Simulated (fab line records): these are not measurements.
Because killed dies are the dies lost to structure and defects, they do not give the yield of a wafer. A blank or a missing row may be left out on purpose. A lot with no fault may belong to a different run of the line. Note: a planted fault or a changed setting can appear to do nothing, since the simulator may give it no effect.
Which tool did it? | flow n5 finfet | 35 wafers from 12 lots sampled at 2 of the route's 1938 steps

## WHAT EACH GAUGE READ, for each wafer
N5_BEOL_M11_CD_MEAS_28 targets a cd of 70 nm.
lot  | measured     | on        | cd nm (nm)
L472 | day 10 18:29 | cd sem-03 | 72.1 70.6 71.4
L473 | day 11 05:26 | cd sem-01 | 68.3 69.5
L474 | day 11 05:36 | cd sem-03 | 69.5 67.9 68.2
L475 | day 11 05:46 | cd sem-01 | 67.4 68.9 67.5
L480 | day 12 18:41 | cd sem-01 | 69.4 70.9 68.9
L479 | day 13 14:09 | cd sem-02 | 71.1 71.1 71.2
L486 | day 14 11:22 | cd sem-02 | 67.5 69.8 68.6
L490 | day 15 20:10 | cd sem-03 | 69.8 70.6 70.5
L491 | day 16 13:45 | cd sem-02 | 72.2 68.1 68.6
L492 | day 16 14:02 | cd sem-01 | 70.1 70.3 70.0
L494 | day 16 22:09 | cd sem-03 | 67.8 68.8 68.3
L493 | day 16 22:19 | cd sem-01 | 68.3 68.6 69.9

N5_BEOL_M11_OVL_MEAS_29.
lot  | measured     | on         | V10_OVL (nm)
L472 | day 10 18:31 | overlay-02 | 0.9 1.3 -0.7
L473 | day 11 05:28 | overlay-01 | 1.3 0.2
L474 | day 11 05:38 | overlay-01 | -0.5 0.8 -0.1
L475 | day 11 05:48 | overlay-02 | 0.4 0.2 -0.5
L480 | day 12 18:43 | overlay-02 | 0.9 1.5 1.9
L479 | day 13 14:11 | overlay-01 | -0.4 -0.2 -0.9
L486 | day 14 11:23 | overlay-01 | 0.1 1.5 0.4
L490 | day 15 20:12 | overlay-01 | 0.9 0.6 0.4
L491 | day 16 13:47 | overlay-02 | 1.3 0.2 1.8
L492 | day 16 14:04 | overlay-02 | 0.8 0.6 0.2
L494 | day 16 22:11 | overlay-02 | 0.6 -0.5 1.1
L493 | day 16 22:21 | overlay-02 | 0.7 1.1 -0.3

## TOOL THAT RAN EACH LOT (tool first, then ch and the chambers of the sampled wafers, then the start)
Record: no process step prior to these readings.

## AS READ BY THE TOOLS THEMSELVES (means over the sampled wafers that have a number; for cases with no such wafer, the mark the record gives instead)
The record holds no such reading with a usual standard deviation.

## THE ANSWER, worked out from the rows above alone
Rule: the usual values come from the lots themselves. The widest of any qualifying gaps counts: lots, ordered by their means at a reading, are off when they make up no more than a third of the lots, leave a main group of 4 or more, and stand apart from it by 3 or more times the standard deviation of that group's means. Not used: any main group whose means are identical at the precision the tables above print for the reading. Also off: a lot with no number at a reading for which 4 or more lots have one. Where the step has rows for the other lots, those lots are counted as sound. First the gauges in route order, then the tools' own readings, where a lot's mean is used as printed above. The first step at which some lot is off is used, and at that step the reading that is off furthest; a lot without a number counts as furthest.
No lot is off at any reading shown: from this, nothing can be told.

## WHAT HAD BEEN PUT IN BY THE SIMULATOR
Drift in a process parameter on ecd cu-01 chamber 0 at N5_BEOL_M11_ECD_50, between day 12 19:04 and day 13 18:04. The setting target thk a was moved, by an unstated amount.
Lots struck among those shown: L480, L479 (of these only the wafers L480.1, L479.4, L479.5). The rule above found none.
